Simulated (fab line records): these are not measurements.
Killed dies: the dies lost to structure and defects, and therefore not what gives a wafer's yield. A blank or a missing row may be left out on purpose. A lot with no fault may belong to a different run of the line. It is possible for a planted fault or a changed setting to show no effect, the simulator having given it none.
Problem report, 8D (eight disciplines) form, completed by code | flow n5_finfet | the parts of the form that need people (team, actions taken, sign-off) are left out

1. THE ISSUE
At N5_HKMG_FIN_ETCH_54, rf_fwd_power_W averages 865.5 W over 6 wafers from 2 lots, while fault-free wafers read 540.0 W, standard deviation 2.3. That is +99 or more standard deviations from the usual mean.
The step: etches SiARC in CF4, target depth 45.5 nm, time 75.8 s.
The first sign was on wafer L324.1 at day 6 19:46, on rie_diel-03. The record holds 27 wafers of 9 lots with a number at this step. Rule for "out", or "out of limits": more than 4 standard deviations from the usual mean. All remaining wafers that have a number are taken as sound.

2. WHAT IT IS, WHAT IT ISN'T
question                    | is                                          | is not
which readings at this step | rf_fwd_power_W, etch_rf_on_time_s, rf_vpp_V | drypump_motor_current_A, showerhead_plenum_p_Torr, throttle_valve_pct
which lots                  | L324, L326                                  | L316, L317, L318, L331, L332, L333, L334
which wafers of those lots  | all that have a number                      | -
read on which tools         | rie_diel-03                                 | rie_diel-01
when                        | from day 6 19:46                            | up to then (9 sound wafers); but 12 sound wafers of L331, L332, L333, L334 came after

3. SUSPECTS, AND WHAT RULES EACH OUT
Counting: a tool stays on the suspect list if, at a process step up to the reading, it processed all lots that are out and no sound lot following the first of them.
- rie_diel-03 at N5_HKMG_FIN_DESCUM_53 (chemistry O2, time 7.9 s): kept. It processed each lot that is out, first L324 at day 6 19:43, and no sound lot thereafter; up to then, the last sound lot it processed was L318 at day 5 02:14.
- rie_diel-03 at N5_HKMG_FIN_ETCH_54 (etches SiARC in CF4, target depth 45.5 nm, time 75.8 s): kept. It processed each lot that is out, first L324 at day 6 19:46, and no sound lot thereafter; up to then, the last sound lot it processed was L318 at day 5 02:16. Its own etch_rf_on_time_s, rf_fwd_power_W, rf_vpp_V readings are out on those wafers.
Left after counting: rie_diel-03 at N5_HKMG_FIN_DESCUM_53, rie_diel-03 at N5_HKMG_FIN_ETCH_54.

4. THE CAUSE (what the simulator had put in)
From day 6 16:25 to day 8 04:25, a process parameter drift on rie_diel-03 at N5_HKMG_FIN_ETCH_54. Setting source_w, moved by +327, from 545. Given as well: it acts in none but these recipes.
Counting leaves 2 suspects; this tool is one of them.

5. SEQUENCE OF EFFECTS, ordered by route
One row per reading whose mean, taken over the struck wafers that have a number, lies over 3 standard deviations from the usual. Readings are gone through only where the record gives a usual standard deviation; hours: the median, over the lots, of the time from a lot's start at the first step in this table giving one to that lot's start at this step; sigmas: the change measured in usual standard deviations.
hours | step                | reading           | usual   | on struck wafers | change | sigmas
0     | N5_HKMG_FIN_ETCH_54 | etch_rf_on_time_s | 76.1 s  | 51.0             | -25.1  | -16
0     | N5_HKMG_FIN_ETCH_54 | rf_fwd_power_W    | 540.0 W | 865.5            | +325.5 | +99 or more
0     | N5_HKMG_FIN_ETCH_54 | rf_vpp_V          | 184.9 V | 157.6            | -27.3  | -30
Process steps it contains:
- N5_HKMG_FIN_ETCH_54: etches SiARC in CF4, target depth 45.5 nm, time 75.8 s.
Later steps that measure or inspect, where all struck wafers having a row at the step show a number for every such reading and not one has moved that far: N5_BEOL_M4_RC_MEAS_101.

6. WHAT WOULD HAVE CAUGHT IT SOONER
The fault began at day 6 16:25; the first out-of-limits reading in this record came at day 6 19:46, 3 hours later.
